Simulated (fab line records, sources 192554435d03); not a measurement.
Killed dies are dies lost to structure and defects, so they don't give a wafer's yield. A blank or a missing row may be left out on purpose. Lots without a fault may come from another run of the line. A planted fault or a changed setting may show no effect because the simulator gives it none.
fab line records | flow n5_finfet
record lots=13 wafers=39 last_day=18
route steps=1938 shown BEOL_M6@1239 PASSIVATION@1925
lots that met no fault: from a run of the same line without faults
start_h: hours from the record's first day to the start of the lot's first wafer shown | wait_h: hours since the lot's step before | " the same as in the row above | L1.1+2: a row that stands for several wafers | - no value, or no start given | * or withheld: withheld | < > ~ a bound
route shown NAME@n: a module of which the file shows steps, and the number in the route of the first | usual: mean/standard deviation of fault-free wafers | same: alike in all rows | chamber/n: place in a boat | sites: the reading at each site | _std_site: their standard deviation | _edge_site: outer sites' mean less inner sites' | radius_mm: how far each site lies from the wafer's centre | mask NAME#n: copy n | behind: the tool/chamber that last shaped the wafer | hold: why the lot was held/for how many hours/how that ended | device: the transistor (n, p or np) that didn't switch | end of line: the same wafers' tests at the end of the route | a step without rows: its recipe alone | killed: dies lost to structure and defects at the first sort, not the wafer's yield | map: a wafer's dies, x killed, . not, _ none there
set.NAME: the setting as run; set.NAME@STEP: as run at that earlier step | model.NAME: the simulator's own value behind a step, which no gauge read
steps of the route over a sample of lots; a table a step, a row a wafer
services: from which hour (start_h, from the record's first day; less than 0 if before it) a tool's chamber was out of use, for how many hours, and why
## steps
# step N5_BEOL_M6_TRENCH_ETCH_37
# recipe chemistry=C4F6/O2 target_depth_a=944.35 target=SiCOH_lowk time_s=31.5 ion_energy_ev=250 pressure_mtorr=30 source_w=345 bias_w=185 Ar_flow_sccm=300 C4F6_flow_sccm=10 O2_flow_sccm=10
# usual drypump_motor_current_A=5.9/0.42 oes_product_au=0.81/0.094 rf_vpp_V=663/6.7 showerhead_plenum_p_Torr=2.84/0.09 throttle_valve_pct=20.77/0.24
# columns lot.wafer tool chamber start_h wait_h drypump_motor_current_A oes_product_au rf_hours_counter_h rf_vpp_V showerhead_plenum_p_Torr throttle_valve_pct
L435.2 rie_diel-02 1 186.44 - 4.8 0.70 232 662 2.70 20.84
L435.3 " 2 " " 5.6 0.93 17 658 2.91 21.11
L435.6 " 1 " " 4.8 0.69 - 662 2.70 20.84
L438.2 rie_diel-03 3 190.39 - 6.3 0.69 248 656 2.82 21.28
L438.3 " 1 " " 5.8 0.71 208 664 2.93 20.83
L438.4 " 2 " " 6.4 0.71 - 674 2.71 20.81
L437.1 rie_diel-01 3 190.43 - 6.2 0.85 54 671 3.01 20.62
L437.3 " 2 " " 5.6 0.76 182 650 2.84 20.65
L437.4 " 1 " " 5.9 0.87 37 656 2.78 20.69
L439.1 rie_diel-02 3 204.22 - 5.9 0.79 101 670 2.88 20.99
L439.2 " 2 " " 5.7 0.92 22 658 2.90 21.14
L439.5 " 1 " " 4.8 0.69 - 662 2.70 20.84
L441.1 rie_diel-03 1 209.02 - 5.8 0.71 215 665 2.93 20.87
L441.3 " 2 " " 6.4 0.70 208 671 2.70 20.81
L441.5 " 2 " " 6.4 0.71 - 673 2.70 20.82
L440.2 rie_diel-01 3 211.16 - 6.2 0.84 63 671 3.00 20.63
L440.4 " 1 " " 5.9 0.86 45 655 2.77 20.70
L440.5 " 1 " " 5.9 0.85 - 655 2.77 20.71
L442.2 rie_diel-03 2 214.08 - 6.4 0.71 210 672 2.70 20.83
L442.3 " 0 " " 6.3 0.97 6 668 2.79 20.37
L442.6 " 2 " " 6.4 0.71 - 672 2.70 20.81
L443.3 rie_diel-02 2 220.15 - 5.6 0.91 28 658 2.90 21.13
L443.4 " 0 " " 5.5 0.78 119 662 2.87 20.56
L443.5 " 0 " " 5.5 0.79 - 661 2.87 20.56
L447.1 rie_diel-03 0 245.57 - 6.3 0.91 20 669 2.79 20.40
L447.3 " 3 " " 6.3 0.96 5 658 2.81 20.93
L447.5 " 3 " " 6.3 0.96 - 658 2.81 20.93
L446.3 rie_diel-03 3 248.65 - 6.3 0.96 6 659 2.81 20.92
L446.4 " 1 " " 5.8 0.70 233 664 2.92 20.88
L446.6 " 3 " " 6.3 0.97 - 657 2.81 20.95
L452.1 rie_diel-03 1 274.86 - 5.8 0.70 242 665 2.92 20.90
L452.4 " 0 " " 6.3 0.89 29 669 2.78 20.40
L452.5 " 2 " " 6.4 0.70 - 673 2.69 20.84
L454.2 rie_diel-03 1 290.96 - 5.8 0.68 248 664 2.91 20.90
L454.3 " 0 " " 6.3 0.88 35 669 2.78 20.41
L454.4 " 2 " " 6.4 0.68 239 672 2.69 20.85
L457.1 rie_diel-01 2 334.77 - 5.6 0.72 235 650 2.81 20.70
L457.5 " 1 " " 5.9 0.81 - 654 2.75 20.78
L457.6 " 0 " " 6.2 0.85 - 654 2.89 20.44
# step N5_PASSIVATION_CD_MEAS_44
# recipe target_cd_nm=40000 landing_energy_ev=500 detector=se_inlens
# usual cd_nm=40000/3.5
# columns lot.wafer tool chamber start_h wait_h cd_nm
L435.2 cd_sem-01 0 261.18 - 40007
L435.3 " 0 " " 40004
L435.6 " 0 " " 40007
L437.1 cd_sem-03 0 266.68 - 39993
L437.3 " 0 " " 39997
L437.4 " 0 " " 39993
L438.2 cd_sem-03 0 267.35 - 40000
L438.3 " 0 " " 39999
L438.4 " 0 " " 39999
L439.1 cd_sem-02 0 278.58 - 39999
L439.2 " 0 " " 39997
L439.5 " 0 " " 40002
L441.1 cd_sem-03 0 285.93 - 39997
L441.3 " 0 " " 40003
L441.5 " 0 " " 40001
L440.2 cd_sem-02 0 289.68 - 39996
L440.4 " 0 " " 39996
L440.5 " 0 " " 39999
L443.3 cd_sem-03 0 294.64 - 40006
L443.4 " 0 " " 40002
L443.5 " 0 " " 40007
L442.2 cd_sem-02 0 295.25 - 40001
L442.3 " 0 " " 40002
L442.6 " 0 " " 39999
L446.3 cd_sem-03 0 327.99 - 39997
L446.4 " 0 " " 40001
L446.6 " 0 " " 39999
L447.1 cd_sem-02 0 330.25 - 40001
L447.3 " 0 " " 40003
L447.5 " 0 " " 40003
L452.1 cd_sem-01 0 353.15 - 39993
L452.4 " 0 " " 39997
L452.5 " 0 " " 39992
L454.2 cd_sem-03 0 366.90 - 40000
L454.3 " 0 " " 40003
L454.4 " 0 " " 39998
L457.1 cd_sem-01 0 418.73 - 39998
L457.5 " 0 " " 40000
L457.6 " 0 " " 40002
# step N5_PASSIVATION_PROBE_49
# usual defect_limited_yield=91.4/1.5 killed_at_M0_to_M3=31/11 killed_at_M4_up=13/5.5 killed_at_contacts=13/6.3 killed_at_front_end=40/13 killed_at_other=3.3/2.6 killed_dies=101/18 killed_open=67/13 killed_short=33/7.9 sort_bin_5_function=5.1/1 sort_bin_6_memory=3.2/0.68 sort_n_pass=1079/18 sort_yield_pct=91.4/1.5
# same gross_dies=1180 killed_at_back_side=0 sort_bin_4_leakage[%]=0 sort_bin_8_speed[%]=0
# columns lot.wafer tool chamber start_h wait_h defect_limited_yield[%] killed_at_M0_to_M3 killed_at_M4_up killed_at_contacts killed_at_front_end killed_at_other killed_dies killed_open killed_short sort_bin_5_function[%] sort_bin_6_memory[%] sort_n_pass sort_yield_pct[%]
L452.1 prober-02 - 356.28 0.0 78.7 24 170 16 40 1 251 67 35 13.6 4.8 929 78.7
L452.4 prober-02 - 356.43 0.2 83.0 36 117 11 35 2 201 49 44 11.4 2.5 979 83.0
L452.5 prober-02 - 356.48 0.2 80.1 32 148 19 31 5 235 73 28 13.1 3.5 945 80.1
L454.2 prober-02 - 370.08 0.1 80.5 16 170 20 24 0 230 55 25 12.7 3.7 950 80.5
L454.3 prober-02 - 370.13 0.1 83.6 19 137 6 28 3 193 48 23 8.7 4.1 987 83.6
L454.4 prober-02 - 370.18 0.2 81.4 24 144 8 42 1 219 57 25 11.5 4.1 961 81.4
# killed by level:class
L452.1 BEOL_M6:unspecified=149 MOL_CONTACT_COAG:geometric_particle:open=14 FIN_SAQP:geometric_particle:short=10 BEOL_M2:geometric_particle:open=10 BEOL_M4:geometric_particle:open=10 FIN_SAQP:geometric_particle:open=7 STI_FIN_REVEAL:geometric_particle:open=5 BEOL_M0_SAQP:geometric_particle:open=5
L452.4 BEOL_M6:unspecified=108 BEOL_M0_SAQP:geometric_particle:short=12 MOL_CONTACT_COAG:geometric_particle:open=8 FIN_SAQP:geometric_particle:short=7 STI_FIN_REVEAL:geometric_particle:open=7 BEOL_M2:geometric_particle:open=6 BEOL_M4:geometric_particle:open=6 FIN_SAQP:geometric_particle:open=5
L452.5 BEOL_M6:unspecified=134 MOL_CONTACT_COAG:geometric_particle:open=15 BEOL_M0_SAQP:geometric_particle:open=9 STI_FIN_REVEAL:geometric_particle:open=7 BEOL_M2:geometric_particle:open=7 FIN_SAQP:geometric_particle:short=6 BEOL_M1:geometric_particle:open=6 FIN_SAQP:geometric_particle:open=5
L454.2 BEOL_M6:unspecified=149 BEOL_M4:geometric_particle:open=13 MOL_CONTACT_COAG:geometric_particle:short=10 MOL_CONTACT_COAG:geometric_particle:open=10 BEOL_M2:geometric_particle:open=7 FIN_SAQP:geometric_particle:open=6 FIN_SAQP:geometric_particle:short=4 STI_FIN_REVEAL:geometric_particle:open=3
L454.3 BEOL_M6:unspecified=121 FIN_SAQP:geometric_particle:open=8 BEOL_M0_SAQP:geometric_particle:open=7 BEOL_M4:geometric_particle:open=7 FIN_SAQP:geometric_particle:short=5 STI_FIN_REVEAL:geometric_particle:open=5 BEOL_M0_SAQP:geometric_particle:short=5 BEOL_M2:geometric_particle:open=4
L454.4 BEOL_M6:unspecified=135 FIN_SAQP:geometric_particle:open=13 STI_FIN_REVEAL:geometric_particle:open=11 MOL_CONTACT_COAG:geometric_particle:open=8 BEOL_M2:geometric_particle:open=7 BEOL_M0_SAQP:geometric_particle:short=6 FIN_SAQP:geometric_particle:short=5 GATE_CUT:geometric_particle:short=5
## services
# columns tool chamber start_h hours kind
rie_diel-03 0 165.62 14.4 repair
rie_diel-01 1 172.82 7.6 repair
rie_diel-02 0 174.77 2.9 repair
rie_diel-03 0 180.07 - clean
rie_diel-03 0 180.07 - consumable_replace:focus_ring
rie_diel-03 0 180.07 19.5 scheduled_down
rie_diel-03 0 180.07 19.5 vent_cycle
rie_diel-03 3 199.55 - clean
rie_diel-03 3 199.55 - consumable_replace:focus_ring
rie_diel-03 3 199.55 31.3 scheduled_down
rie_diel-03 3 199.55 31.3 vent_cycle
rie_diel-01 3 225.93 4.2 repair
rie_diel-03 1 296.75 - clean
rie_diel-03 1 296.75 - consumable_replace:focus_ring
rie_diel-03 1 296.75 21.4 scheduled_down
rie_diel-03 1 296.75 21.4 vent_cycle
rie_diel-03 - 297.60 0.3 repair
rie_diel-03 2 307.14 2.8 repair
rie_diel-03 2 325.56 - clean
rie_diel-03 2 325.56 - consumable_replace:focus_ring
rie_diel-03 2 325.56 - consumable_replace:showerhead
rie_diel-03 2 325.56 22.2 scheduled_down
rie_diel-03 2 325.56 22.2 vent_cycle
rie_diel-01 - 326.39 2.8 pm
## key
first_sign step=N5_PASSIVATION_PROBE_49 reading=killed_at_M4_up direction=up sigmas=24 usual=13 struck=148
effect step=N5_PASSIVATION_PROBE_49 reading=defect_limited_yield direction=down sigmas=6.7 usual=91.4 struck=81.2
more_kills_born_at N5_BEOL_M6_TRENCH_ETCH_37@rie_diel-03=796
met_at N5_BEOL_M6_TRENCH_ETCH_37
struck_lots L452,L454
not_acting_at N5_PASSIVATION_CD_MEAS_44
onset_between 248.65 274.86
fault kind=chamber_particle_source tool=rie_diel-03 chamber=- onset_h=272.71 steps=N5_BEOL_M6_TRENCH_ETCH_37 rate_per_visit_cm2=1.5627 end_h=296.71
